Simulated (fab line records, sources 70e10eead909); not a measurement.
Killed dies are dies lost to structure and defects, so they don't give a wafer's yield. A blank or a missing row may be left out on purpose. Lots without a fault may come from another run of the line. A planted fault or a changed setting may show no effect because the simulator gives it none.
Tool commonality check | flow nand_harc | 2 lots, 2 wafers sampled

WHY IT WAS OPENED
At NHARC_END_SORT_01 the reading killed_at_periphery is flagged on 2 of 2 lots. Wafers without a fault read 3.5, standard deviation 2.3.
Rule: a lot is flagged when every wafer of it that has a number lies more than 4 standard deviations from that mean, or none has a number. The other lots count as sound.

lot  | measured     | on        | killed_at_periphery, wafer by wafer | flag
L148 | day 29 04:52 | prober-01 | 378                                 | FLAGGED
L146 | day 29 12:40 | prober-02 | 360                                 | FLAGGED
The numbers of the flagged lots are 369.0 on average: +365.5 against the usual, or +99 or more standard deviations.

WHICH TOOL RAN EACH LOT
The record holds 4 process steps before the reading, out of a route of 1302 steps. In each cell: the tool, then ch and the chambers that the sampled wafers went through, then the start.
lot  | flag    | NHARC_P_CONTACT_ETCH_18                   | NHARC_P_CONTACT_STRIP_28       | NHARC_P_M0_ETCH_34             | NHARC_P_M0_ECD_22
L148 | FLAGGED | rie_diel-06 ch 0, day 11 01:24 or earlier | rie_diel-07 ch 0, day 11 01:24 | rie_diel-03 ch 1, day 11 04:44 | ecd_cu-01 ch 1, day 11 05:59
L146 | FLAGGED | rie_diel-11 ch 1, day 10 00:13 or earlier | rie_diel-06 ch 1, day 10 00:13 | rie_diel-03 ch 3, day 10 03:24 | ecd_cu-01 ch 1, day 10 04:37
What these steps do:
- NHARC_P_CONTACT_ETCH_18: etches the open film in C4F8/O2/Ar, target depth 481 nm, time 240.5 s.
- NHARC_P_CONTACT_STRIP_28: strips in O2.
- NHARC_P_M0_ETCH_34: etches the open film in N2/H2, target depth 40 nm, overetch 12 nm, time 43.94 s.
- NHARC_P_M0_ECD_22: material Cu, target thk 400 nm.
- NHARC_END_SORT_01

FLAGGED OVER TOTAL, TOOL BY TOOL (the gauges that took the reading come last)
step                     | tool        | lots run | flagged | share of the flagged lots | sound lots run after its first flagged lot
NHARC_P_CONTACT_ETCH_18  | rie_diel-06 | 1        | 1       | some                      | 0
NHARC_P_CONTACT_ETCH_18  | rie_diel-11 | 1        | 1       | some                      | 0
NHARC_P_CONTACT_STRIP_28 | rie_diel-06 | 1        | 1       | some                      | 0
NHARC_P_CONTACT_STRIP_28 | rie_diel-07 | 1        | 1       | some                      | 0
NHARC_P_M0_ETCH_34       | rie_diel-03 | 2        | 2       | all                       | 0
NHARC_P_M0_ECD_22        | ecd_cu-01   | 2        | 2       | all                       | 0
NHARC_END_SORT_01        | prober-01   | 1        | 1       | some                      | 0
NHARC_END_SORT_01        | prober-02   | 1        | 1       | some                      | 0
NHARC_P_CONTACT_ETCH_18 gives no start for some lots, so the hours and the order of its lots are those of NHARC_P_CONTACT_STRIP_28.

WHAT THE TABLE ALLOWS
2 rows of the table ran every flagged lot: rie_diel-03 at NHARC_P_M0_ETCH_34, ecd_cu-01 at NHARC_P_M0_ECD_22.
- rie_diel-03 at NHARC_P_M0_ETCH_34: 2 of its 2 lots flagged. It ran no sound lot before its first flagged lot in this sample, so the start can't be narrowed down.
- ecd_cu-01 at NHARC_P_M0_ECD_22: 2 of its 2 lots flagged. It ran no sound lot before its first flagged lot in this sample, so the start can't be narrowed down.
Counting lots can't tell these 2 tools apart, because each fits a fault that began at some hour. More lots, or a look at what each step does to the wafer, might.

WHAT THE SIMULATOR HAD PUT IN
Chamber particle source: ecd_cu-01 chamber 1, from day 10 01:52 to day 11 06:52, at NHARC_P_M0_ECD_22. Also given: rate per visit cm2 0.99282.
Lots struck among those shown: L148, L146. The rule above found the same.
